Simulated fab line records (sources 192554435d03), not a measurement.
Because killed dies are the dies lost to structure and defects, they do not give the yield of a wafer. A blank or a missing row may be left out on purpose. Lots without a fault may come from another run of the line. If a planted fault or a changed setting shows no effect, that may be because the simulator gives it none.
fab line records	flow n5_finfet
record: lots: 7	wafers: 21
route steps=1938 shown WELL_APT@21 FIN_SAQP@100 SD_EPI_N@263 SD_EPI_P@312 SD_ACTIVATION@330
start_h: start of the lot's first displayed wafer, in hours after the record's first day	wait_h: hours elapsed since this lot's preceding step	" same as the row above	L1.1+2: a row that stands for several wafers	- no value, or no start was given	* or withheld: withheld	< > ~ a bound
route shown NAME@n: a module of which the file shows steps, and the number in the route of the first	usual: average and standard deviation across the fault-free wafers	same: alike in all rows	chamber/n: place in a boat	sites: the reading at each site	_std_site: standard deviation across them	_edge_site: the outer-site mean with the inner-site mean subtracted	radius_mm: for every site, how far away it sits from the centre of the wafer	mask NAME#n: copy n	behind: the tool/chamber that last shaped the wafer	hold: what put the lot on hold/how long, in hours/how the hold closed	device: which transistor (n, p or np) failed to switch	end of line: tests of these same wafers at the route's end	step lacking rows: just its recipe	killed: dies that structure and defects cost at the first sort, which is not the same as the wafer's yield	map: a wafer's dies, x killed, . not, _ none there
set.NAME: the run value of the setting; set.NAME@STEP: its run value at that earlier step	model.NAME: the simulator's own value behind a step, which no gauge read
lots with deliberately changed settings; one table per step, one row per wafer
== steps ==
step: N5_WELL_APT_COAT_02
recipe: spin_rpm: 1357	resist_thk_nm: 950
lot.wafer	tool	chamber	start_h	wait_h	set.spin_rpm	model.coat_of_WELL_APT_COAT_02.thk_nm
L080.1	litho_track-01	0	-	-	1357	949.5
L080.2	"	0	"	"	1357	951.9
L080.6	"	0	"	"	1272	982.1
L081.2	litho_track-04	0	-	-	1357	949.8
L081.5	"	0	"	"	1357	948.7
L081.6	"	0	"	"	1357	947.6
L083.1	litho_track-04	0	-	-	1249	989.7
L083.2	"	0	"	"	1249	989.4
L083.6	"	0	"	"	1357	949.8
L087.2	litho_track-01	0	-	-	1357	946.4
L087.5	"	0	"	"	1357	948.7
L087.6	"	0	"	"	1357	948.8
L089.1	litho_track-05	0	-	-	1357	951.9
L089.3	"	0	"	"	1291	975.3
L089.4	"	0	"	"	1291	976.8
L092.1	litho_track-04	0	-	-	1287	973.2
L092.3	"	0	"	"	1287	972.5
L092.5	"	0	"	"	1357	944.8
L096.1	litho_track-04	0	-	-	1225	1004
L096.3	"	0	"	"	1225	1003
L096.6	"	0	"	"	1357	953.4
step: N5_FIN_SAQP_PECVD_06
recipe: material: a-Si	target_thk_a: 600	temp_c: 400	precursor: SiH4/He	pressure_torr: 3	rf_w: 100	time_s: 48.1
lot.wafer	tool	chamber	start_h	wait_h	set.time_s	model.a-Si_of_FIN_SAQP_PECVD_06.thk_nm
L080.1	pecvd-02	0	60.61	0.0	48.1	60.06
L080.2	"	2	"	"	48.1	57.47
L080.6	"	1	"	"	48.1	60.18
L081.2	pecvd-04	2	64.83	0.0	43.37	53.46
L081.5	"	2	"	"	48.1	60.13
L081.6	"	1	"	"	43.37	54.91
L083.1	pecvd-02	0	77.50	0.0	55.26	70.53
L083.2	"	2	"	"	48.1	58.73
L083.6	"	1	"	"	55.26	69.14
L087.2	pecvd-01	2	99.11	0.0	48.1	59.31
L087.5	"	0	"	"	48.1	60.58
L087.6	"	2	"	"	48.1	60.99
L089.1	pecvd-04	0	112.33	0.0	48.1	59.57
L089.3	"	1	"	"	48.1	60.76
L089.4	"	2	"	"	48.1	60.7
L092.1	pecvd-02	1	129.90	0.0	48.1	58.63
L092.3	"	2	"	"	48.1	58.72
L092.5	"	1	"	"	48.1	59.93
L096.1	pecvd-02	1	153.85	0.0	48.1	59.19
L096.3	"	0	"	"	53.78	68.66
L096.6	"	1	"	"	53.78	67.41
step: N5_FIN_SAQP_THK_MEAS_07
usual: thk_nm: 60.1/0.94
lot.wafer	tool	chamber	start_h	wait_h	set.time_s@FIN_SAQP_PECVD_06	thk_nm
L080.1	film_metro-01	-	60.69	0.1	48.1	60.1
L080.2	"	-	"	"	48.1	57.4
L080.6	"	-	"	"	48.1	60.2
L081.2	film_metro-01	-	64.92	0.1	43.37	53.4
L081.5	"	-	"	"	48.1	60.2
L081.6	"	-	"	"	43.37	54.9
L083.1	film_metro-01	-	77.59	0.1	55.26	70.5
L083.2	"	-	"	"	48.1	58.8
L083.6	"	-	"	"	55.26	69.1
L087.2	film_metro-02	-	99.20	0.1	48.1	59.3
L087.5	"	-	"	"	48.1	60.6
L087.6	"	-	"	"	48.1	61.0
L089.1	film_metro-02	-	112.42	0.1	48.1	59.6
L089.3	"	-	"	"	48.1	60.8
L089.4	"	-	"	"	48.1	60.7
L092.1	film_metro-01	-	129.99	0.1	48.1	58.7
L092.3	"	-	"	"	48.1	58.7
L092.5	"	-	"	"	48.1	59.9
L096.1	film_metro-02	-	153.97	0.1	48.1	59.2
L096.3	"	-	"	"	53.78	68.7
L096.6	"	-	"	"	53.78	67.4
step: N5_FIN_SAQP_DEVELOP_15
recipe: develop_time_s: 30	developer: TMAH	resist: CAR-ArF	dev_temp_c: 23	rinse_liquid: diw	dry: air_spin
lot.wafer	tool	chamber	start_h	wait_h	set.develop_time_s
L080.1+2+6	litho_track-04	0	-	-	30
L081.2+5	litho_track-04	0	-	-	35.42
L081.6	"	0	"	"	30
L083.1+2+6	litho_track-05	0	-	-	30
L087.2+5+6	litho_track-04	0	-	-	30
L089.1	litho_track-04	0	-	-	27.69
L089.3+4	"	0	"	"	30
L092.1+5	litho_track-03	0	-	-	30
L092.3	"	0	"	"	35.81
L096.1+3+6	litho_track-04	0	-	-	30
step: N5_FIN_SAQP_HM_OPEN_73
recipe: chemistry: CHF3/O2	target: SiO2	stop_on: a-Si	target_depth_a: 120	over_etch_frac: 1.8	mask_material: SOC	time_s: 16.8	pressure_mtorr: 30	source_w: 650	bias_w: 170	Ar_flow_sccm: 200	CHF3_flow_sccm: 50	O2_flow_sccm: 5	ion_energy_ev: 200	ends: end_point
step: N5_FIN_SAQP_STRIP_74
recipe: chemistry: CHF3/O2	resist: SiARC	rf_frequency_hz: 6e+07
step: N5_FIN_SAQP_MANDREL_ETCH_22
recipe: target_depth_a: 600	chemistry: HBr/Cl2	target: a-Si	stop_on: SiNx	bt_time_s: 10	over_etch_frac: 0.5	time_s: 30	pressure_mtorr: 10	icp_w: 800	bias_w: 75	HBr_flow_sccm: 150	Cl2_flow_sccm: 80	ends: end_point
usual: oes_product_au: 0.765/0.017
lot.wafer	tool	chamber	start_h	wait_h	set.time_s@FIN_SAQP_PECVD_06	oes_product_au	model.etch.depth_nm
L080.1	rie_si-03	2	62.55	0.0	48.1	0.746	60.05
L080.2	"	1	"	"	48.1	0.734	57.42
L080.6	"	0	"	"	48.1	0.778	60.13
L081.2	rie_si-02	0	67.70	0.0	43.37	0.735	53.35
L081.5	"	2	"	"	48.1	0.771	60.11
L081.6	"	3	"	"	43.37	0.722	54.91
L083.1	rie_si-03	0	78.54	0.0	55.26	0.860	70.48
L083.2	"	3	"	"	48.1	0.778	58.72
L083.6	"	0	"	"	55.26	0.854	69.11
L087.2	rie_si-02	0	100.06	0.0	48.1	0.773	59.31
L087.5	"	1	"	"	48.1	0.755	60.55
L087.6	"	2	"	"	48.1	0.780	60.99
L089.1	rie_si-02	0	113.40	0.0	48.1	0.782	59.57
L089.3	"	1	"	"	48.1	0.752	60.76
L089.4	"	3	"	"	48.1	0.773	60.68
L092.1	rie_si-03	2	131.02	0.0	48.1	0.736	58.63
L092.3	"	1	"	"	48.1	0.748	58.64
L092.5	"	2	"	"	48.1	0.745	59.86
L096.1	rie_si-02	1	154.83	0.0	48.1	0.737	59.19
L096.3	"	3	"	"	53.78	0.831	68.66
L096.6	"	1	"	"	53.78	0.806	67.41
step: N5_SD_EPI_N_COAT_33
recipe: resist: SiARC	temp_c: 220	time_s: 60	spin_rpm: 1500	resist_thk_nm: 35
lot.wafer	tool	chamber	start_h	wait_h	set.spin_rpm	model.SiARC_of_SD_EPI_N_COAT_33.thk_nm
L080.1+6	litho_track-04	0	-	-	1500	34.8
L080.2	"	0	"	"	1657	33.2
L081.2	litho_track-04	0	-	-	1455	35.6
L081.5	"	0	"	"	1500	35
L081.6	"	0	"	"	1455	35.4
L083.1+2+6	litho_track-04	0	-	-	1500	35.2
L087.2+5+6	litho_track-04	0	-	-	1500	35
L089.1+3+4	litho_track-01	0	-	-	1631	33.6
L092.1+3	litho_track-05	0	-	-	1350	37
L092.5	"	0	"	"	1500	35
L096.1	litho_track-01	0	-	-	1500	34.8
L096.3+6	"	0	"	"	1411	36.2
step: N5_SD_EPI_N_EXPOSE_06
recipe: mask_id: SD_N_BLK	na: 1.35	source_shape: conventional	sigma_outer: 0.8	polarization: unpolarized	target_cd_nm: 120	dose_mj: 39.75
lot.wafer	tool	chamber	start_h	wait_h	mask	set.dose_mj
L080.1+2+6	arfi_scanner-02	0	90.19	-	SD_N_BLK#0	39.75
L081.2	arfi_scanner-03	0	94.22	-	SD_N_BLK#0	39.75
L081.5+6	"	0	"	"	SD_N_BLK#0	37.42
L083.1+2	arfi_scanner-02	0	105.33	-	SD_N_BLK#0	40.71
L083.6	"	0	"	"	SD_N_BLK#0	39.75
L087.2+5+6	arfi_scanner-02	0	127.26	-	SD_N_BLK#0	39.75
L089.1+3+4	arfi_scanner-03	0	148.26	-	SD_N_BLK#0	39.75
L092.1+3+5	arfi_scanner-02	0	156.55	-	SD_N_BLK#0	39.75
L096.1+3	arfi_scanner-02	0	181.14	-	SD_N_BLK#0	37.5
L096.6	"	0	"	"	SD_N_BLK#0	39.75
step: N5_SD_EPI_N_PEB_07
recipe: peb_temp_c: 110	peb_time_s: 60	resist: CAR-ArF-block
step: N5_SD_EPI_N_DEVELOP_08
recipe: develop_time_s: 30	developer: TMAH	resist: CAR-ArF-block	dev_temp_c: 23	rinse_liquid: diw	dry: air_spin
step: N5_SD_EPI_N_CD_MEAS_09
recipe: target_cd_nm: 120	landing_energy_ev: 500	detector: se_inlens
usual: cd_nm: 119.9/0.96
lot.wafer	tool	chamber	start_h	wait_h	set.dose_mj@SD_EPI_N_EXPOSE_06	cd_nm
L080.1	cd_sem-03	0	90.31	-	39.75	119.3
L080.2	"	0	"	"	39.75	119.0
L080.6	"	0	"	"	39.75	119.3
L081.2	cd_sem-01	0	94.34	-	39.75	120.8
L081.5	"	0	"	"	37.42	117.3
L081.6	"	0	"	"	37.42	116.7
L083.1	cd_sem-02	0	105.46	-	40.71	120.5
L083.2	"	0	"	"	40.71	120.6
L083.6	"	0	"	"	39.75	118.5
L087.2	cd_sem-03	0	127.38	-	39.75	121.0
L087.5	"	0	"	"	39.75	120.9
L087.6	"	0	"	"	39.75	119.8
L089.1	cd_sem-01	0	148.38	-	39.75	120.5
L089.3	"	0	"	"	39.75	122.1
L089.4	"	0	"	"	39.75	121.9
L092.1	cd_sem-02	0	156.67	-	39.75	119.9
L092.3	"	0	"	"	39.75	119.4
L092.5	"	0	"	"	39.75	118.5
L096.1	cd_sem-01	0	181.27	-	37.5	115.0
L096.3	"	0	"	"	37.5	116.4
L096.6	"	0	"	"	39.75	120.3
step: N5_SD_EPI_N_DESCUM_14
recipe: chemistry: O2	time_s: 7.9	source_power_w: 50	bias_power_w: 20	pressure_mtorr: 20	rf_frequency_hz: 2.712e+07	temp_c: 40	resist: CAR-ArF-block	o2_flow_sccm: 225
lot.wafer	tool	chamber	start_h	wait_h	set.dose_mj@SD_EPI_N_EXPOSE_06	model.SD_EPI_N.cd_nm
L080.1	rie_diel-01	2	90.40	0.0	39.75	119
L080.2+6	"	0,1	"	"	39.75	119.2
L081.2	rie_diel-01	1	94.66	0.3	39.75	121
L081.5	"	3	"	"	37.42	117.2
L081.6	"	0	"	"	37.42	117
L083.1	rie_diel-03	0	105.75	0.0	40.71	120.6
L083.2	"	1	"	"	40.71	120.4
L083.6	"	0	"	"	39.75	118.6
L087.2	rie_diel-01	0	127.47	0.0	39.75	121.2
L087.5	"	0	"	"	39.75	121
L087.6	"	1	"	"	39.75	119.6
L089.1	rie_diel-01	0	148.47	0.0	39.75	120.6
L089.3	"	3	"	"	39.75	122.2
L089.4	"	2	"	"	39.75	121.8
L092.1	rie_diel-04	1	156.82	0.1	39.75	119.8
L092.3	"	0	"	"	39.75	119.2
L092.5	"	3	"	"	39.75	118.6
L096.1	rie_diel-03	3	181.35	0.0	37.5	115.2
L096.3	"	1	"	"	37.5	116
L096.6	"	3	"	"	39.75	120.2
step: N5_SD_EPI_N_ETCH_34
recipe: chemistry: CF4	target: SiARC	target_depth_a: 455	mask_material: CAR-ArF-block	time_s: 75.8	ion_energy_ev: 80	pressure_mtorr: 40	source_w: 545	bias_w: 36	Ar_flow_sccm: 100	cf4_flow_sccm: 100	ends: cleared
lot.wafer	tool	chamber	start_h	wait_h	set.spin_rpm@SD_EPI_N_COAT_33	set.dose_mj@SD_EPI_N_EXPOSE_06	model.SD_EPI_N.cd_nm	model.etch.depth_nm	model.CAR-ArF-block_of_SD_EPI_N_COAT_03.thk_nm
L080.1	rie_diel-01	2	90.43	0.0	1500	39.75	119	34.9	111.8
L080.2	"	0	"	"	1657	39.75	118.8	33.28	113.2
L080.6	"	1	"	"	1500	39.75	119	34.87	111.4
L081.2	rie_diel-01	1	94.70	0.0	1455	39.75	120.8	35.51	110.4
L081.5	"	3	"	"	1500	37.42	117	34.94	111.2
L081.6	"	0	"	"	1455	37.42	116.6	35.49	110.6
L083.1	rie_diel-03	0	105.78	0.0	1500	40.71	120.6	35.22	110.4
L083.2	"	1	"	"	1500	40.71	120.4	35.13	110.2
L083.6	"	0	"	"	1500	39.75	118.6	35.14	110.6
L087.2	rie_diel-01	0	127.50	0.0	1500	39.75	121	35.06	111.2
L087.5	"	0	"	"	1500	39.75	121	34.95	111.2
L087.6	"	1	"	"	1500	39.75	119.6	35.01	111.4
L089.1	rie_diel-01	0	148.51	0.0	1631	39.75	120.2	33.59	112.6
L089.3	"	3	"	"	1631	39.75	121.8	33.58	112.6
L089.4	"	2	"	"	1631	39.75	121.8	33.6	112.6
L092.1	rie_diel-04	1	156.86	0.0	1350	39.75	120	37.02	110
L092.3	"	0	"	"	1350	39.75	119.4	37	109.8
L092.5	"	3	"	"	1500	39.75	118.6	35.06	111.2
L096.1	rie_diel-03	3	181.39	0.0	1500	37.5	115	34.87	111.6
L096.3	"	1	"	"	1411	37.5	116.2	36.12	110.4
L096.6	"	3	"	"	1411	39.75	120.2	36.11	110
step: N5_SD_EPI_N_ETCH_35
recipe: chemistry: N2/H2	target: SOC	overetch_a: 1080	mask_material: SiARC	temp_c: 40	ion_energy_ev: 100	source_w: 3000	bias_w: 133	pressure_mtorr: 20	time_s: 486	n2_flow_sccm: 200	h2_flow_sccm: 200
lot.wafer	tool	chamber	start_h	wait_h	set.spin_rpm@SD_EPI_N_COAT_33	model.SiARC_of_SD_EPI_N_COAT_33.thk_nm
L080.1	rie_diel-01	2	90.49	0.0	1500	20
L080.2	"	0	"	"	1657	18
L080.6	"	1	"	"	1500	19.6
L081.2	rie_diel-01	1	94.75	0.0	1455	20
L081.5	"	3	"	"	1500	19.8
L081.6	"	0	"	"	1455	20.2
L083.1+6	rie_diel-03	0	105.84	0.0	1500	19.6
L083.2	"	1	"	"	1500	19.8
L087.2+5+6	rie_diel-01	0,0,1	127.56	0.0	1500	19.8
L089.1+3+4	rie_diel-01	0,3,2	148.57	0.0	1631	18.6
L092.1	rie_diel-04	1	156.91	0.0	1350	22
L092.3	"	0	"	"	1350	21.8
L092.5	"	3	"	"	1500	20.2
L096.1	rie_diel-03	3	181.45	0.0	1500	19.6
L096.3+6	"	1,3	"	"	1411	20.8
step: N5_SD_EPI_N_STRIP_36
recipe: chemistry: N2/H2	temp_c: 40	n2_flow_sccm: 200	h2_flow_sccm: 200	rf_frequency_hz: 6e+07
step: N5_SD_EPI_N_ETCHBACK_44
recipe: chemistry: CH3F/O2	mode: anisotropic_etchback	target: SiNx	target_depth_a: 145	stop_on: SiO2	over_etch_frac: 0.3	ion_energy_ev: 120	pressure_mtorr: 30	source_w: 395	bias_w: 73	Ar_flow_sccm: 150	CH3F_flow_sccm: 30	O2_flow_sccm: 20
lot.wafer	tool	chamber	start_h	wait_h	set.spin_rpm@SD_EPI_N_COAT_33	model.SiARC_of_SD_EPI_N_COAT_33.thk_nm
L080.1	rie_diel-01	2	90.81	0.0	1500	16.4
L080.2	"	0	"	"	1657	14.4
L080.6	"	1	"	"	1500	15.8
L081.2	rie_diel-01	1	95.08	0.0	1455	16.2
L081.5	"	3	"	"	1500	16
L081.6	"	0	"	"	1455	16.4
L083.1	rie_diel-03	0	106.16	0.0	1500	15.8
L083.2	"	1	"	"	1500	16
L083.6	"	0	"	"	1500	15.6
L087.2+5+6	rie_diel-01	0,0,1	127.88	0.0	1500	16
L089.1	rie_diel-01	0	148.89	0.0	1631	14.8
L089.3+4	"	3,2	"	"	1631	15
L092.1	rie_diel-04	1	157.24	0.0	1350	18.2
L092.3	"	0	"	"	1350	18
L092.5	"	3	"	"	1500	16.6
L096.1	rie_diel-03	3	181.77	0.0	1500	16
L096.3	"	1	"	"	1411	17
L096.6	"	3	"	"	1411	17.2
step: N5_SD_EPI_P_ETCH_16
recipe: chemistry: CHF3/O2	target: SiO2	target_depth_a: 50	mask_material: SOC	pressure_mtorr: 30	source_w: 650	bias_w: 170	Ar_flow_sccm: 200	CHF3_flow_sccm: 50	O2_flow_sccm: 5	ion_energy_ev: 200
lot.wafer	tool	chamber	start_h	wait_h	set.target_depth_a	model.etch.depth_nm
L080.1	rie_diel-06	1	95.88	0.1	50	5.077
L080.2	"	2	"	"	50	4.955
L080.6	"	2	"	"	53.45	5.34
L081.2	rie_diel-06	1	100.46	0.1	50	5.118
L081.5	"	1	"	"	50	5.079
L081.6	"	2	"	"	46.61	4.661
L083.1	rie_diel-05	1	110.69	0.1	55.43	5.619
L083.2	"	0	"	"	50	5.004
L083.6	"	1	"	"	55.43	5.596
L087.2	rie_diel-05	1	132.63	0.1	50	5.038
L087.5	"	0	"	"	50	4.968
L087.6	"	3	"	"	50	4.981
L089.1	rie_diel-05	2	154.20	0.1	54.9	5.552
L089.3	"	1	"	"	54.9	5.497
L089.4	"	0	"	"	50	4.947
L092.1	rie_diel-05	3	163.78	0.1	44.16	4.397
L092.3	"	0	"	"	44.16	4.403
L092.5	"	2	"	"	44.16	4.47
L096.1	rie_diel-06	1	186.40	0.1	54.57	5.521
L096.3	"	3	"	"	50	4.808
L096.6	"	2	"	"	50	4.864
step: N5_SD_EPI_P_EPI_21
recipe: material: SiGe:B	dopant: B	temp_c: 550	pressure_torr: 20	ambient: H2	time_s: 355
lot.wafer	tool	chamber	start_h	wait_h	set.epi_growth_time_s	model.SiGe-B_of_SD_EPI_P_EPI_21.thk_nm
L080.1	epi_rpcvd-03	0	96.64	0.1	355	61.4
L080.2	"	0	"	"	340.5	59.8
L080.6	"	0	98.44	1.8	355	61.2
L081.2	epi_rpcvd-04	0	101.79	0.6	355	62.2
L081.5	"	0	103.23	2.0	355	61.6
L081.6	"	0	"	"	355	62
L083.1	epi_rpcvd-03	0	111.55	0.2	355	63.2
L083.2	"	0	"	"	383.2	64.8
L083.6	"	0	113.95	2.4	383.2	64.2
L087.2	epi_rpcvd-01	0	133.98	0.6	355	60.8
L087.5	"	0	135.42	2.0	355	60.4
L087.6	"	0	"	"	355	60.2
L089.1	epi_rpcvd-01	0	155.09	0.2	355	61.8
L089.3	"	0	"	"	355	61.2
L089.4	"	0	"	"	365.7	62.4
L092.1	epi_rpcvd-03	0	164.54	0.1	355	61
L092.3	"	0	"	"	391.8	65.2
L092.5	"	0	"	"	391.8	65.8
L096.1	epi_rpcvd-03	0	187.13	0.1	355	61.8
L096.3+6	"	0	"	"	355	61.6
step: N5_SD_EPI_P_HM_STRIP_48
recipe: chemistry: H3PO4	temp_c: 160	material: SiNx	target: SiNx	target_depth_a: 30	overetch_fraction: 0.3
lot.wafer	tool	chamber	start_h	wait_h	set.epi_growth_time_s@SD_EPI_P_EPI_21	model.SiGe-B_of_SD_EPI_P_EPI_21.thk_nm
L080.1	wet_bench-05	7	98.88	0.0	355	61.2
L080.2	"	6	"	"	340.5	59.6
L080.6	"	5	"	"	355	60.8
L081.2	wet_bench-05	7	104.26	0.0	355	62
L081.5	"	3	"	"	355	61.4
L081.6	"	6	"	"	355	61.8
L083.1	wet_bench-04	1	114.50	0.0	355	62.8
L083.2	"	5	"	"	383.2	64.6
L083.6	"	6	"	"	383.2	64
L087.2	wet_bench-02	3	136.46	0.0	355	60.6
L087.5	"	4	"	"	355	60
L087.6	"	2	"	"	355	59.8
L089.1	wet_bench-02	3	158.04	0.0	355	61.6
L089.3	"	4	"	"	355	61
L089.4	"	2	"	"	365.7	62.2
L092.1	wet_bench-05	2	166.78	0.0	355	60.6
L092.3	"	0	"	"	391.8	65
L092.5	"	1	"	"	391.8	65.4
L096.1	wet_bench-04	2	189.36	0.0	355	61.6
L096.3	"	3	"	"	355	61.4
L096.6	"	5	"	"	355	61.2
step: N5_SD_EPI_P_SRD_49
recipe: dry: ipa_marangoni	time_s: 30	temp_c: 23	rinse_liquid: diw
step: N5_SD_EPI_P_PRECLEAN_24
recipe: chemistry: O3/DIW	time_s: 45	temp_c: 22	o3_ppm: 10
step: N5_SD_ACTIVATION_RTA_00
recipe: temp_c: 975	time_s: 0	ambient: N2	idle_temp_c: 600	ramp_up_c_per_s: 150	ramp_down_c_per_s: 60	cool_to_c: 600
step: N5_SD_ACTIVATION_LSA_01
recipe: temp_c: 1080	time_s: 0.0008	ambient: N2
step: N5_SD_ACTIVATION_RS_MEAS_03
recipe: thk_meas_gauge: four-point-probe
usual: RS_SD_N: 22.0/0.33	RS_SD_P: 56.2/0.97
lot.wafer	tool	chamber	start_h	wait_h	set.epi_growth_time_s@SD_EPI_P_EPI_21	RS_SD_N[ohm/sq]	RS_SD_P[ohm/sq]
L080.1	film_metro-02	-	99.45	0.2	355	22.5	55.1
L080.2	"	-	"	"	340.5	22.6	56.0
L080.6	"	-	"	"	355	22.0	55.1
L081.2	film_metro-02	-	104.85	0.2	355	21.6	54.7
L081.5	"	-	"	"	355	21.5	55.2
L081.6	"	-	"	"	355	21.8	54.4
L083.1	film_metro-01	-	115.08	0.2	355	22.5	53.8
L083.2	"	-	"	"	383.2	22.3	52.2
L083.6	"	-	"	"	383.2	22.3	52.4
L087.2	film_metro-01	-	137.04	0.2	355	21.7	56.8
L087.5	"	-	"	"	355	21.9	56.7
L087.6	"	-	"	"	355	21.6	56.7
L089.1	film_metro-02	-	158.61	0.2	355	21.9	56.0
L089.3	"	-	"	"	355	21.5	56.5
L089.4	"	-	"	"	365.7	21.7	56.0
L092.1	film_metro-01	-	167.36	0.2	355	22.5	56.8
L092.3	"	-	"	"	391.8	22.6	52.4
L092.5	"	-	"	"	391.8	22.6	52.3
L096.1	film_metro-02	-	189.93	0.2	355	22.0	55.3
L096.3	"	-	"	"	355	22.3	55.7
L096.6	"	-	"	"	355	22.2	56.0
== key ==
split: step: N5_WELL_APT_COAT_02	setting: spin_rpm	stated: 1357	by: wafer
response: step: N5_WELL_APT_COAT_02	reading: model.coat_of_WELL_APT_COAT_02.thk_nm	change: -5.09	per: 1%	r: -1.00
split: step: N5_FIN_SAQP_PECVD_06	setting: time_s	stated: 48.1	by: wafer
response: step: N5_FIN_SAQP_PECVD_06	reading: model.a-Si_of_FIN_SAQP_PECVD_06.thk_nm	change: +0.717	per: 1%	r: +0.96
response: step: N5_FIN_SAQP_THK_MEAS_07	reading: thk_nm	change: *	per: 1%	r: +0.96
response: step: N5_FIN_SAQP_MANDREL_ETCH_22	reading: oes_product_au	change: +0.0056	per: 1%	r: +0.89
response: step: N5_FIN_SAQP_MANDREL_ETCH_22	reading: model.etch.depth_nm	change: +0.717	per: 1%	r: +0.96
split: step: N5_FIN_SAQP_DEVELOP_15	setting: develop_time_s	stated: 30	by: wafer
response none clear
split: step: N5_SD_EPI_N_COAT_33	setting: spin_rpm	stated: 1500	by: wafer
response: step: N5_SD_EPI_N_COAT_33	reading: model.SiARC_of_SD_EPI_N_COAT_33.thk_nm	change: -0.183	per: 1%	r: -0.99
response: step: N5_SD_EPI_N_ETCH_34	reading: model.etch.depth_nm	change: -0.179	per: 1%	r: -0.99
response: step: N5_SD_EPI_N_ETCH_34	reading: model.CAR-ArF-block_of_SD_EPI_N_COAT_03.thk_nm	change: +0.158	per: 1%	r: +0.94
response: step: N5_SD_EPI_N_ETCH_35	reading: model.SiARC_of_SD_EPI_N_COAT_33.thk_nm	change: -0.173	per: 1%	r: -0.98
response: step: N5_SD_EPI_N_ETCHBACK_44	reading: model.SiARC_of_SD_EPI_N_COAT_33.thk_nm	change: -0.158	per: 1%	r: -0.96
split: step: N5_SD_EPI_N_EXPOSE_06	setting: dose_mj	stated: 39.75	by: wafer
response: step: N5_SD_EPI_N_CD_MEAS_09	reading: cd_nm	change: +0.743	per: 1%	r: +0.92
response: step: N5_SD_EPI_N_DESCUM_14	reading: model.SD_EPI_N.cd_nm	change: +0.74	per: 1%	r: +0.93
response: step: N5_SD_EPI_N_ETCH_34	reading: model.SD_EPI_N.cd_nm	change: +0.749	per: 1%	r: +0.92
split: step: N5_SD_EPI_P_ETCH_16	setting: target_depth_a	stated: 50	by: wafer
response: step: N5_SD_EPI_P_ETCH_16	reading: model.etch.depth_nm	change: +0.0605	per: 1%	r: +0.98
split: step: N5_SD_EPI_P_EPI_21	setting: epi_growth_time_s	stated: 355	by: wafer
response: step: N5_SD_EPI_P_EPI_21	reading: model.SiGe-B_of_SD_EPI_P_EPI_21.thk_nm	change: +0.335	per: 1%	r: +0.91
response: step: N5_SD_EPI_P_HM_STRIP_48	reading: model.SiGe-B_of_SD_EPI_P_EPI_21.thk_nm	change: +0.347	per: 1%	r: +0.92
response: step: N5_SD_ACTIVATION_RS_MEAS_03	reading: RS_SD_P	change: -0.32	per: 1%	r: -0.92
